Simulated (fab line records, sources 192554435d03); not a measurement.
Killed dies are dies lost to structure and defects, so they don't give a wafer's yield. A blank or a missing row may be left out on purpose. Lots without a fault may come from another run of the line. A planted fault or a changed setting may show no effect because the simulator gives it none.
Which tool did it? | flow n5_finfet | 11 lots, 33 wafers sampled, at 1 step of a route of 1938

WHAT THE GAUGES READ, wafer by wafer
N5_BEOL_M9_INSPECT_58: inspects for defects (darkfield).
lot  | measured     | on                | raw_defect_count
L818 | day 9 14:40  | defect_inspect-01 | 45 36 50
L817 | day 9 15:07  | defect_inspect-01 | 76 108 90
L820 | day 10 14:46 | defect_inspect-02 | 70 61 49
L821 | day 10 15:04 | defect_inspect-02 | 95 52 70
L828 | day 13 03:41 | defect_inspect-02 | 47 82 75
L832 | day 14 02:21 | defect_inspect-01 | 79 53 73
L834 | day 14 13:01 | defect_inspect-02 | 106 40 87
L837 | day 15 11:38 | defect_inspect-01 | 37 48 37
L838 | day 15 23:46 | defect_inspect-02 | 138 99 106
L839 | day 16 04:52 | defect_inspect-02 | 84 50 44
L840 | day 16 20:04 | defect_inspect-01 | 92 31 73

WHICH TOOL RAN EACH LOT (tool, then ch and the chambers of the sampled wafers, then the start)
The record holds no process step before these readings.

THE ANSWER, worked out from the rows above alone
Rule: what is usual is taken from the lots themselves. Put in order of their means at a reading, lots are off if they are a third of the lots or fewer, leave a main group of 4 or more, and stand apart from it by a gap of 3 or more times the standard deviation of the main group's means; of several such gaps the widest counts. A main group whose means are all the same, to the digits that the tables above print for the reading, isn't used. A lot without any number at a reading at which 4 lots or more have one is off too. The other lots that the step has rows for count as sound.
No lot is off at any reading shown: from this, nothing can be told.

WHAT THE SIMULATOR HAD PUT IN
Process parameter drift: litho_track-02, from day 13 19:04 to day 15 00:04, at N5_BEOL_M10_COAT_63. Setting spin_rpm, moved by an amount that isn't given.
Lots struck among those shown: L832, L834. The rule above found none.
